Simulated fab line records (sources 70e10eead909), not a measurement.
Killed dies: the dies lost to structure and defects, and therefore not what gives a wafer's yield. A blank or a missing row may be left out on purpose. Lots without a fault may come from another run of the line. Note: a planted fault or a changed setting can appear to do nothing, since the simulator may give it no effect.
Problem report in the 8D (eight disciplines) form, filled by code + flow nand-harc + the parts of the form that need people (team, actions taken, sign-off) are left out

1. THE ISSUE
At NHARC_P_ZERO_WELL_EXPOSE_34, exposure-dose-mJ-cm2 averages 22.582 over 6 wafers from 2 lots, while fault-free wafers read 22.308, standard deviation 0.021. That puts it +13 standard deviations away from the usual mean.
The step: exposes mask P PWELL, target cd 720 nm.
The first sign was on wafer L427.1 at day 5 17:49, on krf-scanner-01. At this step, 36 wafers from 12 lots have a number in the record. Rule for "out" (also "out of limits"): further than 4 standard deviations from the usual mean. Any other wafer with a number is counted as sound.

2. WHAT IT IS AND WHAT IT IS NOT
| question                    | is                     | is not                                                                                 |
|-----------------------------|------------------------|----------------------------------------------------------------------------------------|
| which readings at this step | exposure-dose-mJ-cm2   | -                                                                                      |
| which lots                  | L427, L431             | L418, L419, L420, L421, L422, L426, L428, L436, L440, L441                             |
| which wafers of those lots  | all that have a number | -                                                                                      |
| read on which tools         | krf-scanner-01         | krf-scanner-02, krf-scanner-03                                                         |
| when                        | from day 5 17:49       | up to then (18 sound wafers); but 12 sound wafers of L428, L436, L440, L441 came after |

3. SUSPECTS, AND WHAT RULES EACH OUT
Counting: a tool at any process step up to the reading remains a suspect when it ran all the lots that are out and ran no sound lot after the first of those.
- krf-scanner-01 at NHARC_P_ZERO_WELL_EXPOSE_34 (exposes mask P PWELL, target cd 720 nm): kept. It processed each lot that is out, first L427 at day 5 17:49, and no sound lot thereafter; up to then, the last sound lot it processed was L426 at day 5 08:05. Its own exposure-dose-mJ-cm2 readings are out on those wafers.
The count leaves krf-scanner-01 at NHARC_P_ZERO_WELL_EXPOSE_34.

4. THE CAUSE (what the simulator had put in)
Process parameters drifting: krf-scanner-01 at NHARC_P_ZERO_WELL_EXPOSE_34, beginning at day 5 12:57. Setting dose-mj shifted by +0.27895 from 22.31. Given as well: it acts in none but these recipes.
Counting left only this tool.

5. THE EFFECT CHAIN, in route order
Each row: a reading whose mean over the struck wafers that have a number lies more than 3 standard deviations from the usual. Only readings whose record carries a usual standard deviation are examined. hours: median over the lots of the time between each lot's start at the first step of this table that gives one and its start at this step. sigmas: the change, counted in usual standard deviations.
| hours | step                        | reading              | usual  | on struck wafers | change | sigmas |
|-------|-----------------------------|----------------------|--------|------------------|--------|--------|
| 0     | NHARC_P_ZERO_WELL_EXPOSE_34 | exposure-dose-mJ-cm2 | 22.308 | 22.582           | +0.274 | +13    |
Its process steps:
- NHARC_P_ZERO_WELL_EXPOSE_34: exposes mask P PWELL, target cd 720 nm.
Later steps that measure or inspect, where all struck wafers having a row at the step show a number for every such reading and not one has moved that far: NHARC_P_STI_OCD_MEAS_17.

6. HOW IT WOULD HAVE BEEN CAUGHT EARLIER
The fault began at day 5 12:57; the first out-of-limits reading in this record came at day 5 17:49, 5 hours later.
